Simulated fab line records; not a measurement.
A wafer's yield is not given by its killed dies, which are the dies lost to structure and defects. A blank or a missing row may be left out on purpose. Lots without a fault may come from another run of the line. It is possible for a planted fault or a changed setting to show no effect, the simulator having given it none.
Which tool was responsible? / flow nand_harc / 18 wafers from 6 lots sampled at 4 of the route's 1159 steps

WHAT THE GAUGES SHOWED, per wafer
NHARC_END_SORT_01.
lot=L491; measured=day 22 01:58; on=prober-02; defect_limited_yield (%)=0 0 0

TOOL THAT RAN EACH LOT (tool first, then ch and the chambers of the sampled wafers, then the start)
lot=L488; NHARC_A_M1_ETCH_35=rie_diel-12 ch 0,3, day 18 03:55; NHARC_A_M1_ETCH_28=rie_diel-08 ch 1,2, day 18 04:28; NHARC_A_M1_PVD_20=pvd_sputter-03, no start
lot=L491; NHARC_A_M1_ETCH_35=rie_diel-12 ch 0,2,3, day 20 11:31; NHARC_A_M1_ETCH_28=rie_diel-08 ch 1,3, day 20 12:02; NHARC_A_M1_PVD_20=pvd_sputter-02, day 22 01:58 or earlier
lot=L500; NHARC_A_M1_ETCH_35=rie_diel-08 ch 0,3, day 22 17:23; NHARC_A_M1_ETCH_28=rie_diel-09 ch 0,2,3, day 22 18:00; NHARC_A_M1_PVD_20=pvd_sputter-03, no start
lot=L501; NHARC_A_M1_ETCH_35=rie_diel-08 ch 0,1,2, day 23 02:05; NHARC_A_M1_ETCH_28=rie_diel-08 ch 0,1,3, day 23 02:36; NHARC_A_M1_PVD_20=pvd_sputter-01, no start
lot=L502; NHARC_A_M1_ETCH_35=rie_diel-08 ch 1,2,3, day 23 05:14; NHARC_A_M1_ETCH_28=rie_diel-12 ch 0,1,3, day 23 05:46; NHARC_A_M1_PVD_20=pvd_sputter-03, no start
lot=L504; NHARC_A_M1_ETCH_35=rie_diel-08 ch 2,3, day 23 13:07; NHARC_A_M1_ETCH_28=rie_diel-12 ch 0,1,2, day 23 13:40; NHARC_A_M1_PVD_20=pvd_sputter-01, no start
- NHARC_A_M1_ETCH_35: etches the open film in N2/H2, target depth 40 nm, overetch 12 nm, time 43.94 s.
- NHARC_A_M1_ETCH_28: etches the open film in CF4/N2, target depth 30 nm, time 72.99 s.
- NHARC_A_M1_PVD_20: deposits TaN, target thk 5 nm, time 8.06 s.

THE ANSWER, worked out from the rows above alone
Rule: the lots themselves supply what counts as usual. Put in order of their means at a reading, lots are off if they are a third of the lots or fewer, leave a main group of 4 or more, and stand apart from it by a gap of 3 or more times the standard deviation of the main group's means; of several such gaps the widest counts. A main group whose means are all the same, to the digits that the tables above print for the reading, isn't used. A lot without any number at a reading at which 4 lots or more have one is off too. The other lots that the step has rows for count as sound.
None of the lots is off at any reading shown; this tells nothing.

WHAT THE SIMULATOR PUT IN
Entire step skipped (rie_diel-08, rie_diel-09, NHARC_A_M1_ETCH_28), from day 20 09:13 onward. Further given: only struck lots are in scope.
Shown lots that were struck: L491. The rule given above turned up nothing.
